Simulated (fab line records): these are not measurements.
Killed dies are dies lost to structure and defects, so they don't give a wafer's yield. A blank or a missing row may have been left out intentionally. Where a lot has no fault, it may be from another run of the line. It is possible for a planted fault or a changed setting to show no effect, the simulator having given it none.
Matching of chambers ; flow n5Finfet ; 3 sister chambers for N5_BEOL_M7_CURE_74 on uvCure-02
The step cures SiCOH lowk, time 240 s. 24 wafers are shown with their chamber, then 12 later ones without.

## WAFERS PAIRED WITH THEIR CHAMBERS
wafer;chamber;wafer_temp_C_max;lampPowerPct (%)
L075.1;1;386.7;52.29
L075.2;1;386.9;52.40
L075.3;1;387.4;52.33
L075.4;1;387.0;52.37
L075.5;1;387.4;52.33
L075.6;1;387.9;52.35
L076.1;1;387.3;52.35
L076.5;1;387.8;52.27
L076.6;1;387.5;52.25
L076.2;1;386.9;52.28
L076.3;1;387.0;52.31
L076.4;1;387.7;52.38
L078.1;0;386.4;52.29
L078.4;0;386.7;52.28
L078.6;0;386.3;52.26
L083.1;2;386.0;52.39
L083.3;2;386.4;52.33
L083.4;2;385.7;52.31
L083.2;2;386.6;52.32
L083.5;2;386.6;52.36
L083.6;2;385.9;52.33
L088.1;2;385.9;52.30
L088.3;2;386.2;52.37
L088.4;2;386.0;52.26

SIGNATURES (averages over the wafers above)
reading;chamber 0;chamber 1;chamber 2;scatter within a chamber
wafer_temp_C_max;386.467;387.292;386.144;0.353
lampPowerPct;52.2767;52.3258;52.3300;0.042
Rule: for a wafer and a chamber, the distance is found by dividing, reading by reading, the gap between the wafer's reading and the chamber's mean by the reading's scatter, squaring, summing and taking the root. The wafer belongs to the nearest chamber; if the next one is less than 2 further off, it can't be placed. The scatter: take each reading less its chamber's mean, square it, sum over the shown wafers, divide by the number of wafers less the number of chambers, and take the root.

## WAFERS WITHOUT THEIR CHAMBER
wafer;wafer_temp_C_max;lampPowerPct (%)
L089.1;386.8;52.38
L089.4;386.0;52.27
L089.5;386.5;52.37
L091.2;386.3;52.36
L091.3;386.1;52.30
L091.6;386.1;52.39
L094.1;386.2;52.33
L094.5;386.4;52.19
L094.6;386.2;52.25
L097.3;386.8;52.31
L097.5;386.4;52.37
L097.6;387.2;52.34

## CHAMBER TAKEN BY EACH
wafer;from the rows above;in truth
L089.1;can't be placed: 1 or 2 or 0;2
L089.4;can't be placed: 0 or 2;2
L089.5;can't be placed: 2 or 0 or 1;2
L091.2;can't be placed: 2 or 0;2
L091.3;can't be placed: 2 or 0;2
L091.6;can't be placed: 2 or 0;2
L094.1;can't be placed: 2 or 0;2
L094.5;can't be placed: 0 or 2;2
L094.6;can't be placed: 0 or 2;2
L097.3;can't be placed: 0 or 1 or 2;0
L097.5;can't be placed: 2 or 0 or 1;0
L097.6;1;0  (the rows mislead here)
0 of 12 placed correctly. Cannot be placed on the basis of these rows: 11; the candidates contain the true chamber in 11. Number placed wrongly: 1.
